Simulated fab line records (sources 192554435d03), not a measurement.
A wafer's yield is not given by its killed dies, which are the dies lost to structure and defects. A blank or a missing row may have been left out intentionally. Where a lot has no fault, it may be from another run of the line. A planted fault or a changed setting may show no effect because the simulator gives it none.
Chamber matching || flow n5Finfet || N5_SDB_ETCH_18 on rieDiel-02 has 4 sister chambers
The step etches SOC in N2/H2, target depth 100 nm, overetch 20 nm, time 150 s. 4 wafers are shown with their chamber, then 12 later ones without.

## WAFERS, EACH WITH ITS CHAMBER
{"wafer": "L084.5", "chamber": 3, "drypumpMotorCurrentA (A)": 5.9}
{"wafer": "L087.6", "chamber": 1, "drypumpMotorCurrentA (A)": 5.4}
{"wafer": "L088.2", "chamber": 0, "drypumpMotorCurrentA (A)": 5.3}
{"wafer": "L088.5", "chamber": 2, "drypumpMotorCurrentA (A)": 6.4}

## WAFERS WHOSE CHAMBER IS MISSING
{"wafer": "L090.1", "drypumpMotorCurrentA (A)": 5.9}
{"wafer": "L090.4", "drypumpMotorCurrentA (A)": 5.3}
{"wafer": "L090.5", "drypumpMotorCurrentA (A)": 6.4}
{"wafer": "L092.1", "drypumpMotorCurrentA (A)": 5.9}
{"wafer": "L092.3", "drypumpMotorCurrentA (A)": 6.4}
{"wafer": "L092.5", "drypumpMotorCurrentA (A)": 6.4}
{"wafer": "L097.1", "drypumpMotorCurrentA (A)": 5.9}
{"wafer": "L097.2", "drypumpMotorCurrentA (A)": 5.3}
{"wafer": "L097.3", "drypumpMotorCurrentA (A)": 5.5}
{"wafer": "L097.4", "drypumpMotorCurrentA (A)": 5.5}
{"wafer": "L097.5", "drypumpMotorCurrentA (A)": 5.9}
{"wafer": "L097.6", "drypumpMotorCurrentA (A)": 5.3}

## CHAMBER TAKEN BY EACH
{"wafer": "L090.1", "from the rows above": 3, "in truth": 3}
{"wafer": "L090.4", "from the rows above": 0, "in truth": 0}
{"wafer": "L090.5", "from the rows above": 2, "in truth": 2}
{"wafer": "L092.1", "from the rows above": 3, "in truth": 3}
{"wafer": "L092.3", "from the rows above": 2, "in truth": 2}
{"wafer": "L092.5", "from the rows above": 2, "in truth": 2}
{"wafer": "L097.1", "from the rows above": 3, "in truth": 3}
{"wafer": "L097.2", "from the rows above": 0, "in truth": 0}
{"wafer": "L097.3", "from the rows above": 1, "in truth": 1}
{"wafer": "L097.4", "from the rows above": 1, "in truth": 1}
{"wafer": "L097.5", "from the rows above": 3, "in truth": 3}
{"wafer": "L097.6", "from the rows above": 0, "in truth": 0}
Correct placement for 12 of the 12. Left unplaced by these rows: 0. Placed wrongly: 0.
How it was worked out, from the rows above alone: a wafer's distance from a chamber is the root of the sum, over the readings, of the square of ((its reading less the chamber's mean) divided by the reading's scatter). If the next closest chamber is less than 2 further off than the closest, the wafer can't be placed; otherwise it belongs to the closest. The mean given for a chamber averages the wafers shown for that chamber. The scatter (one wafer shown for each chamber): square how far every hidden wafer sits from the nearest shown wafer, average those squares and take the square root.
